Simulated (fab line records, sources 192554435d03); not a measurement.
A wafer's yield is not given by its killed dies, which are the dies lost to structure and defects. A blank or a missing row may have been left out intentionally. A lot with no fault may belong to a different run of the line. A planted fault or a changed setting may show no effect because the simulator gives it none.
Which of the tools did it? | flow n5-finfet | Sampling: 24 lots, 72 wafers, 6 of 1938 route steps

== WHAT EACH GAUGE READ, for each wafer ==
N5_BEOL_M13_THK_MEAS_01.
lot  | measured     | on            | M13_ILD_THK (nm)
L076 | day 10 21:35 | film-metro-02 | 851 830 844
L075 | day 11 06:38 | film-metro-02 | 840 850 860
L074 | day 11 09:08 | film-metro-02 | 828 833 833
L077 | day 12 03:58 | film-metro-01 | 833 844 843
L078 | day 12 04:52 | film-metro-01 | 839 831 838
L081 | day 12 04:58 | film-metro-01 | 855 845 857
L080 | day 12 11:52 | film-metro-02 | 810 830 835
L079 | day 12 12:13 | film-metro-01 | 845 829 870
L082 | day 13 02:59 | film-metro-01 | 822 839 841
L084 | day 13 08:32 | film-metro-01 | 842 837 847
L083 | day 13 11:48 | film-metro-02 | 817 835 846
L085 | day 13 18:49 | film-metro-02 | 824 850 852
L086 | day 13 21:07 | film-metro-01 | 829 833 843
L087 | day 14 04:10 | film-metro-02 | 829 833 845
L089 | day 14 07:31 | film-metro-01 | 841 842 834
L088 | day 14 07:37 | film-metro-01 | 843 843 851
L090 | day 14 10:14 | film-metro-02 | 819 834 846
L091 | day 14 21:06 | film-metro-01 | 827 835 835
L093 | day 15 15:32 | film-metro-02 | 833 847 857
L092 | day 15 16:56 | film-metro-01 | 849 856 867
L095 | day 16 00:51 | film-metro-01 | 839 840 870
L094 | day 16 02:21 | film-metro-02 | 837 857 846
L096 | day 16 07:04 | film-metro-01 | 839 833 854
L097 | day 16 07:24 | film-metro-02 | 845 861 853

N5_BEOL_M13_OVL_MEAS_29.
lot  | measured     | on         | M13_OVL (nm)
L076 | day 10 23:25 | overlay-01 | -7 -11 -6
L075 | day 11 08:10 | overlay-02 | 8 9 -4
L074 | day 11 10:29 | overlay-01 | -1 5 -4
L077 | day 12 05:29 | overlay-01 | -1 -4 -1
L078 | day 12 06:09 | overlay-01 | -2 -4 -1
L081 | day 12 06:35 | overlay-02 | 11 13 10
L080 | day 12 13:22 | overlay-02 | 7 8 5
L079 | day 12 13:42 | overlay-02 | -2 0 1
L082 | day 13 04:23 | overlay-01 | 4 6 3
L084 | day 13 10:31 | overlay-01 | 7 7 3
L083 | day 13 13:20 | overlay-01 | -1 -5 -9
L085 | day 13 20:23 | overlay-02 | -1 13 7
L086 | day 13 22:39 | overlay-01 | 6 -2 9
L087 | day 14 05:43 | overlay-01 | 4 0 3
L089 | day 14 08:55 | overlay-02 | 3 -2 2
L088 | day 14 09:09 | overlay-02 | 8 7 5
L090 | day 14 11:46 | overlay-01 | 4 2 -2
L091 | day 14 22:26 | overlay-01 | -1 -2 5
L093 | day 15 17:22 | overlay-02 | 11 16 5
L092 | day 15 18:50 | overlay-02 | 11 9 5
L095 | day 16 02:24 | overlay-01 | 2 8 12
L094 | day 16 03:46 | overlay-01 | 5 0 0
L096 | day 16 08:28 | overlay-02 | -2 -4 -8
L097 | day 16 08:42 | overlay-02 | 2 8 -2

N5_BEOL_M13_OCD_MEAS_35.
lot  | measured     | on     | trench-depth-nm (nm)
L076 | day 11 00:02 | ocd-02 | 429 404 429
L075 | day 11 08:49 | ocd-02 | 413 413 409
L074 | day 11 11:08 | ocd-01 | 424 426 424
L077 | day 12 06:12 | ocd-02 | 411 413 411
L078 | day 12 06:47 | ocd-02 | 408 409 407
L081 | day 12 07:13 | ocd-01 | 413 413 413
L080 | day 12 14:01 | ocd-02 | 413 422 417
L079 | day 12 14:20 | ocd-01 | 404 408 408
L082 | day 13 05:01 | ocd-01 | 416 408 418
L084 | day 13 11:45 | ocd-01 | 423 413 402
L083 | day 13 13:58 | ocd-01 | 405 409 406
L085 | day 13 21:01 | ocd-01 | 425 419 417
L086 | day 13 23:36 | ocd-02 | 405 406 407
L087 | day 14 06:22 | ocd-01 | 422 413 414
L089 | day 14 09:33 | ocd-01 | 405 405 406
L088 | day 14 09:47 | ocd-01 | 404 420 418
L090 | day 14 12:25 | ocd-02 | 407 408 410
L091 | day 14 23:05 | ocd-02 | 415 427 398
L093 | day 15 18:01 | ocd-02 | 415 410 412
L092 | day 15 19:29 | ocd-01 | 416 423 416
L095 | day 16 03:02 | ocd-01 | 406 408 403
L094 | day 16 04:23 | ocd-02 | 407 410 409
L096 | day 16 09:05 | ocd-01 | 410 411 408
L097 | day 16 09:25 | ocd-02 | 405 424 437

N5_BEOL_M13_RS_MEAS_54: uses a four-point probe to measure.
lot  | measured     | on            | M13_RS (ohm/sq)
L076 | day 11 02:59 | film-metro-02 | 0.0433 0.0459 0.0432
L075 | day 11 11:20 | film-metro-01 | 0.0447 0.0449 0.0449
L074 | day 11 13:22 | film-metro-01 | 0.0437 0.0437 0.0437
L077 | day 12 11:58 | film-metro-02 | 0.0452 0.0451 0.0453
L078 | day 12 12:32 | film-metro-02 | 0.0455 0.0455 0.0460
L081 | day 12 11:22 | film-metro-02 | 0.0450 0.0449 0.0451
L080 | day 12 18:42 | film-metro-02 | 0.0443 0.0440 0.0445
L079 | day 12 18:46 | film-metro-01 | 0.0457 0.0454 0.0457
L082 | day 13 08:56 | film-metro-01 | 0.0444 0.0454 0.0444
L084 | day 13 16:59 | film-metro-02 | 0.0439 0.0447 0.0463
L083 | day 13 18:08 | film-metro-02 | 0.0457 0.0454 0.0455
L085 | day 14 00:41 | film-metro-02 | 0.0438 0.0440 0.0444
L086 | day 14 03:23 | film-metro-02 | 0.0461 0.0458 0.0456
L087 | day 14 08:22 | film-metro-02 | 0.0438 0.0449 0.0448
L089 | day 14 16:19 | film-metro-01 | 0.0457 0.0458 0.0456
L088 | day 14 17:25 | film-metro-01 | 0.0454 0.0443 0.0446
L090 | day 14 18:06 | film-metro-01 | 0.0455 0.0457 0.0447
L091 | day 15 02:50 | film-metro-02 | 0.0447 0.0434 0.0468
L093 | day 15 23:34 | film-metro-01 | 0.0443 0.0451 0.0450
L092 | day 16 00:05 | film-metro-01 | 0.0443 0.0438 0.0445
L095 | day 16 06:10 | film-metro-02 | 0.0459 0.0451 0.0461
L094 | day 16 06:28 | film-metro-01 | 0.0455 0.0452 0.0452
L096 | day 16 12:58 | film-metro-02 | 0.0455 0.0449 0.0458
L097 | day 16 15:16 | film-metro-02 | 0.0461 0.0440 0.0422

== TOOL THAT RAN EACH LOT (tool first, then ch and the chambers of the sampled wafers, then the start) ==
lot  | N5_BEOL_M13_ETCH_59                | N5_BEOL_M13_SPUTTER_44
L076 | rie-diel-03 ch 0,2,3, day 10 22:01 | pvd-sputter-02, day 11 01:55
L075 | rie-diel-01 ch 0,2, day 11 07:12   | pvd-sputter-01, day 11 10:08
L074 | rie-diel-03 ch 1,2,3, day 11 09:36 | pvd-sputter-01, day 11 12:17
L077 | rie-diel-02 ch 2,3, day 12 04:31   | pvd-sputter-02, day 12 10:15
L078 | rie-diel-03 ch 0,1,3, day 12 05:18 | pvd-sputter-02, day 12 10:34
L081 | rie-diel-03 ch 0,1,3, day 12 05:36 | pvd-sputter-03, day 12 10:17
L080 | rie-diel-01 ch 0,2, day 12 12:31   | pvd-sputter-03, day 12 16:49
L079 | rie-diel-02 ch 1,2,3, day 12 12:51 | pvd-sputter-01, day 12 16:53
L082 | rie-diel-01 ch 0,2,3, day 13 03:32 | pvd-sputter-01, day 13 07:50
L084 | rie-diel-03 ch 0,2,3, day 13 09:39 | pvd-sputter-01, day 13 15:52
L083 | rie-diel-02 ch 0,3, day 13 12:21   | pvd-sputter-03, day 13 16:46
L085 | rie-diel-02 ch 0,2, day 13 19:14   | pvd-sputter-03, day 13 23:36
L086 | rie-diel-01 ch 0,1,2, day 13 21:40 | pvd-sputter-02, day 14 02:16
L087 | rie-diel-02 ch 0,2, day 14 04:44   | pvd-sputter-02, day 14 07:17
L089 | rie-diel-02 ch 0,1,2, day 14 08:05 | pvd-sputter-03, day 14 14:20
L088 | rie-diel-03 ch 0,1,3, day 14 08:10 | pvd-sputter-01, day 14 15:12
L090 | rie-diel-03 ch 1,2,3, day 14 10:47 | pvd-sputter-03, day 14 16:52
L091 | rie-diel-03 ch 1,2,3, day 14 21:32 | pvd-sputter-02, day 15 01:01
L093 | rie-diel-03 ch 0,1,2, day 15 16:22 | pvd-sputter-01, day 15 22:29
L092 | rie-diel-02 ch 1,2,3, day 15 17:52 | pvd-sputter-03, day 15 22:40
L095 | rie-diel-03 ch 0,1,3, day 16 01:25 | pvd-sputter-01, day 16 04:59
L094 | rie-diel-01 ch 1,2,3, day 16 02:55 | pvd-sputter-02, day 16 05:23
L096 | rie-diel-03 ch 0,1,2, day 16 07:29 | pvd-sputter-01, day 16 11:53
L097 | rie-diel-03 ch 1,2, day 16 07:51   | pvd-sputter-01, day 16 14:11
- N5_BEOL_M13_ETCH_59: etches BARC in N2/H2, target depth 89 nm, overetch 26.7 nm, time 67.9 s.
- N5_BEOL_M13_SPUTTER_44: material Ta, target thk 10 nm, time 16.13 s.

== WHAT THE TOOLS THEMSELVES READ (means of the sampled wafers that have a number; where no wafer has one, the mark that the record gives instead) ==
N5_BEOL_M13_ETCH_59.
lot  | tool        | drypump-motor-current-A (A) | oes-product-au (a.u.) | rf-vpp-V (V) | showerhead-plenum-p-Torr (Torr) | throttle-valve-pct (%)
L076 | rie-diel-03 | 6.4                         | 0.67                  | 526.5        | 2.61                            | 17.7
L075 | rie-diel-01 | 5.3                         | 0.67                  | 525.6        | 2.60                            | 18.2
L074 | rie-diel-03 | 6.2                         | 0.66                  | 525.6        | 2.57                            | 17.9
L077 | rie-diel-02 | 5.8                         | 0.59                  | 523.5        | 2.54                            | 18.4
L078 | rie-diel-03 | 6.2                         | 0.66                  | 526.1        | 2.60                            | 17.8
L081 | rie-diel-03 | 6.1                         | 0.66                  | 527.0        | 2.60                            | 17.8
L080 | rie-diel-01 | 5.2                         | 0.63                  | 525.0        | 2.61                            | 18.1
L079 | rie-diel-02 | 5.8                         | 0.60                  | 522.7        | 2.51                            | 18.3
L082 | rie-diel-01 | 5.6                         | 0.71                  | 524.8        | 2.56                            | 17.9
L084 | rie-diel-03 | 6.4                         | 0.65                  | 525.6        | 2.60                            | 17.7
L083 | rie-diel-02 | 5.8                         | 0.63                  | 522.8        | 2.53                            | 18.2
L085 | rie-diel-02 | 5.9                         | 0.71                  | 526.0        | 2.62                            | 17.9
L086 | rie-diel-01 | 5.4                         | 0.68                  | 523.6        | 2.56                            | 18.0
L087 | rie-diel-02 | 5.9                         | 0.71                  | 526.4        | 2.62                            | 17.9
L089 | rie-diel-02 | 5.9                         | 0.65                  | 523.9        | 2.55                            | 18.1
L088 | rie-diel-03 | 6.1                         | 0.65                  | 526.2        | 2.60                            | 17.9
L090 | rie-diel-03 | 6.2                         | 0.64                  | 524.9        | 2.56                            | 17.9
L091 | rie-diel-03 | 6.2                         | 0.64                  | 524.3        | 2.56                            | 17.9
L093 | rie-diel-03 | 6.1                         | 0.60                  | 523.0        | 2.54                            | 17.9
L092 | rie-diel-02 | 5.8                         | 0.67                  | 523.5        | 2.50                            | 18.2
L095 | rie-diel-03 | 6.1                         | 0.64                  | 525.8        | 2.59                            | 17.9
L094 | rie-diel-01 | 5.8                         | 0.73                  | 523.7        | 2.51                            | 17.8
L096 | rie-diel-03 | 6.1                         | 0.60                  | 524.2        | 2.53                            | 17.9
L097 | rie-diel-03 | 6.2                         | 0.59                  | 523.2        | 2.49                            | 17.9

N5_BEOL_M13_SPUTTER_44.
lot  | tool           | throttle-valve-pct (%)
L076 | pvd-sputter-02 | 31.9
L075 | pvd-sputter-01 | 29.8
L074 | pvd-sputter-01 | 30.7
L077 | pvd-sputter-02 | 31.7
L078 | pvd-sputter-02 | 31.7
L081 | pvd-sputter-03 | 29.8
L080 | pvd-sputter-03 | 29.0
L079 | pvd-sputter-01 | 30.0
L082 | pvd-sputter-01 | 29.8
L084 | pvd-sputter-01 | 30.7
L083 | pvd-sputter-03 | 31.0
L085 | pvd-sputter-03 | 30.0
L086 | pvd-sputter-02 | 31.3
L087 | pvd-sputter-02 | 31.1
L089 | pvd-sputter-03 | 30.1
L088 | pvd-sputter-01 | 30.5
L090 | pvd-sputter-03 | 28.9
L091 | pvd-sputter-02 | 31.9
L093 | pvd-sputter-01 | 30.5
L092 | pvd-sputter-03 | 29.9
L095 | pvd-sputter-01 | 29.6
L094 | pvd-sputter-02 | 31.4
L096 | pvd-sputter-01 | 29.8
L097 | pvd-sputter-01 | 29.0

== THE ANSWER, worked out from the rows above alone ==
Rule: what is usual is taken from the lots themselves. The widest of any qualifying gaps counts: lots, ordered by their means at a reading, are off when they make up no more than a third of the lots, leave a main group of 4 or more, and stand apart from it by 3 or more times the standard deviation of that group's means. Not used: any main group whose means are identical at the precision the tables above print for the reading. A lot without any number at a reading at which 4 lots or more have one is off too. All remaining lots with rows at the step are treated as sound. After the gauges, taken in route order, come the tools' own readings; for these a lot's mean is taken, as printed above. The first step at which some lot is off is used, and at that step the reading that is off furthest; a lot without a number counts as furthest.
None of the lots is off at any reading shown; this tells nothing.

== WHAT THE SIMULATOR PUT IN ==
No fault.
